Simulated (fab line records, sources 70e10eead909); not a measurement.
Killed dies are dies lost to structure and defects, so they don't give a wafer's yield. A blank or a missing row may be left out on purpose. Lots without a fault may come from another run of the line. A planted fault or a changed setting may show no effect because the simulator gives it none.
A struck lot beside a sound one | flow nand_harc | 13 steps out of a route of 1302
Sound: wafers L106.1, L106.4, L106.5. Struck: wafer L117.6. (L117.1, L117.2 of the same lot were not struck and are left out.) The cause comes at the end.
At each step with rows: each side's tool, then ch and its chambers, then its first start. Under that, the readings that differ: sound wafers | struck wafers | difference of the means | sigmas: that difference in standard deviations of wafers without a fault.
alike: readings whose means differ by less than 2 such deviations, and words and numbers that are the same on both sides. not compared: withheld readings, readings that some wafer has no value for, bounds like >300 that may hide the same value, and numbers for which the record gives no deviation and whose values overlap.
The two part at a step that has a row with sigmas, a row that says differs or no value, or rows on one side only. Numbers that don't overlap but have no deviation are shown without sigmas and don't part them. A reading that every wafer of one side lacks parts them only if that side has two wafers or more.

NHARC_A_SLIT_ETCH_29: etches the open film in CF4/O2, target depth 100 nm, overetch 10 nm, time 55 s.
  sound on rie_diel-02 ch 0,2,3, day 20 05:07; struck on rie_diel-13 ch 3, day 24 19:05
  alike: drypump_motor_current_A, oes_product_au, rf_vpp_V, showerhead_plenum_p_Torr, throttle_valve_pct
  not compared: rf_hours_counter_h
NHARC_A_SLIT_STRIP_18: strips in O2.
  sound on rie_diel-02 ch 1,2; struck on rie_diel-13 ch 0
  reading                | sound                | struck | difference | sigmas
  throttle_valve_pct (%) | 17.032 17.020 17.037 | 17.058 | +0.028     | +3
  alike: drypump_motor_current_A, oes_product_au, rf_vpp_V, showerhead_plenum_p_Torr
  not compared: rf_hours_counter_h
then, 2 steps without rows for these wafers: NHARC_A_SLIT_PRECLEAN_19 (cleans in SC1); NHARC_A_SLIT_SRD_20.
NHARC_A_SLIT_CD_MEAS_21:
  sound on cd_sem-01, day 20 05:39; struck on cd_sem-02, day 24 19:37
  alike: cd_nm
then, 3 steps without rows for these wafers: NHARC_A_SIN_REMOVE_WET_00 (chemistry H3PO4, time 15300 s); NHARC_A_SIN_REMOVE_PRECLEAN_01 (cleans in SC1); NHARC_A_SIN_REMOVE_SRD_02.
NHARC_A_SIN_REMOVE_INSPECT_04:
  sound on defect_inspect-01, day 20 12:17; struck on defect_inspect-02, day 25 02:12
  alike: raw_defect_count
NHARC_A_WL_FILL_ALD_00: deposits Al2O3, target thk 3 nm, pulse time 3 s, ald cycles 30.
  sound on ald_hk-04 ch 1,2, day 20 12:21; struck on ald_hk-04 ch 3, day 25 02:16
  alike: heater_power_w, precursor_pulse_height_rel
  not compared: ald_cycles
NHARC_A_WL_FILL_RTA_01: time 5 s.
  sound on rtp_anneal-02 ch 0, day 20 12:37; struck on rtp_anneal-02 ch 0, day 25 02:32
  alike: lamp_power_pct, lamp_zone_4_pct, wafer_temp_C_max
NHARC_A_WL_FILL_ALD_02: deposits TiN, target thk 2 nm, pulse time 3 s, ald cycles 100.
  sound on ald_metal-04 ch 2,3, day 20 12:50; struck on ald_metal-04 ch 1, day 25 02:45
  reading    | sound       | struck | difference | sigmas
  ald_cycles | 100 100 100 | 126    | +26        |
  alike: heater_power_w, precursor_pulse_height_rel
-- the record jumps here: 4 days lie between the struck wafers' starts before and after (it left off in module A_WL_FILL and takes up again in module END, whose first step shown is number 1302 of the route) --
NHARC_END_SORT_01:
  sound on prober-01 ch 0, day 24 18:32; struck on prober-01 ch 0, day 29 14:41
  reading      | sound | struck | difference | sigmas
  killed_short | 1 0 1 | 5      | +4         | +3
  alike: killed_at_array, killed_at_other, killed_at_periphery, killed_dies, killed_open

WHERE THEY PART
First at NHARC_A_SLIT_STRIP_18; last, within this record, at NHARC_END_SORT_01.

WHY: what the simulator had put in
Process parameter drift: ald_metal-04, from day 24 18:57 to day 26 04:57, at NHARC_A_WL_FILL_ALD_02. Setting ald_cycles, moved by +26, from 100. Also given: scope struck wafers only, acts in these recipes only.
